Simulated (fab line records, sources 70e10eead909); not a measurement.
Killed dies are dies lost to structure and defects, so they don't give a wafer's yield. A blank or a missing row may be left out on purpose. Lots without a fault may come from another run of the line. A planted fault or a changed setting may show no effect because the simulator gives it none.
Chamber matching | flow nand_harc | NHARC_A_CHANNEL_FILL_D1_STRIP_28 on rie_diel-10: 4 sister chambers
The step strips in O2, time 20 s. 8 wafers are shown with their chamber, then 12 later ones without.

WAFERS WITH THEIR CHAMBER
wafer  | chamber | showerhead_plenum_p_Torr (Torr) | drypump_motor_current_A (A)
L089.4 | 0       | 3.68                            | 5.2
L090.3 | 2       | 3.42                            | 6.1
L094.1 | 1       | 3.53                            | 5.8
L094.3 | 2       | 3.42                            | 6.2
L094.6 | 1       | 3.52                            | 5.8
L092.1 | 3       | 3.54                            | 6.0
L092.2 | 0       | 3.68                            | 5.2
L092.6 | 3       | 3.54                            | 6.0

WAFERS WITHOUT THEIR CHAMBER
wafer  | showerhead_plenum_p_Torr (Torr) | drypump_motor_current_A (A)
L095.4 | 3.42                            | 6.1
L095.5 | 3.54                            | 6.1
L095.6 | 3.42                            | 6.1
L096.1 | 3.54                            | 6.1
L096.2 | 3.52                            | 5.8
L096.5 | 3.52                            | 5.8
L097.1 | 3.42                            | 6.1
L097.2 | 3.68                            | 5.2
L097.3 | 3.52                            | 5.8
L097.4 | 3.54                            | 6.0
L097.5 | 3.68                            | 5.3
L097.6 | 3.52                            | 5.8

WHICH CHAMBER EACH WENT THROUGH
wafer  | from the rows above | in truth
L095.4 | 2                   | 2
L095.5 | 3                   | 3
L095.6 | 2                   | 2
L096.1 | 3                   | 3
L096.2 | 1                   | 1
L096.5 | 1                   | 1
L097.1 | 2                   | 2
L097.2 | 0                   | 0
L097.3 | 1                   | 1
L097.4 | 3                   | 3
L097.5 | 0                   | 0
L097.6 | 1                   | 1
Placed correctly: 12 of 12. Can't be placed from these rows: 0. Placed wrongly: 0.
How it was worked out, from the rows above alone: a wafer's distance from a chamber is the root of the sum, over the readings, of the square of ((its reading less the chamber's mean) divided by the reading's scatter). The wafer belongs to the nearest chamber; if the next one is less than 2 further off, it can't be placed. A chamber's mean is the mean of its shown wafers. The scatter: the root of (the sum of the squares of (reading less its chamber's mean) over the shown wafers, divided by (wafers less chambers)).
